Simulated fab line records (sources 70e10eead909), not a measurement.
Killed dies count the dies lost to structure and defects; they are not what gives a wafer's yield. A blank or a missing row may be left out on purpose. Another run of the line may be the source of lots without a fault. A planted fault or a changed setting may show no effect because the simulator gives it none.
Chamber matching | flow nand_harc | NHARC_A_ZERO_WELL_DESCUM_12 on rie_diel-03: 4 sister chambers
The step chemistry O2, time 3 s. 8 wafers are shown with their chamber, then 9 later ones without.

== WAFERS PAIRED WITH THEIR CHAMBERS ==
wafer  | chamber | drypump_motor_current_A (A) | oes_product_au (a.u.)
L828.6 | 0       | 6.2                         | 1.000
L832.2 | 3       | 5.7                         | 1.000
L838.1 | 3       | 5.7                         | 0.998
L838.3 | 2       | 5.0                         | 1.012
L838.6 | 1       | 5.2                         | 1.010
L841.1 | 2       | 5.0                         | 1.007
L841.2 | 1       | 5.3                         | 1.007
L841.3 | 0       | 6.2                         | 0.982

== WAFERS MISSING THEIR CHAMBER ==
wafer  | drypump_motor_current_A (A) | oes_product_au (a.u.)
L844.2 | 6.2                         | 0.994
L844.3 | 5.2                         | 1.018
L844.6 | 5.2                         | 1.014
L845.1 | 5.3                         | 1.012
L845.2 | 5.0                         | 1.020
L845.6 | 5.0                         | 1.011
L846.2 | 5.0                         | 1.001
L846.3 | 5.2                         | 1.009
L846.6 | 5.2                         | 1.014

== THE CHAMBER EACH PASSED THROUGH ==
wafer  | from the rows above | in truth
L844.2 | 0                   | 0
L844.3 | 1                   | 1
L844.6 | 1                   | 1
L845.1 | 1                   | 1
L845.2 | 2                   | 2
L845.6 | 2                   | 2
L846.2 | 2                   | 2
L846.3 | 1                   | 1
L846.6 | 1                   | 1
Correct placement for 9 of the 9. From these rows, 0 cannot be placed. Number placed wrongly: 0.
How it was worked out, from the rows above alone: a wafer's distance from a chamber is the root of the sum, over the readings, of the square of ((its reading less the chamber's mean) divided by the reading's scatter). If the next closest chamber is less than 2 further off than the closest, the wafer can't be placed; otherwise it belongs to the closest. The mean given for a chamber averages the wafers shown for that chamber. How the scatter is found: for the shown wafers, subtract from each reading the mean of its chamber, square and add these, divide the total by (wafers less chambers), then take the root.
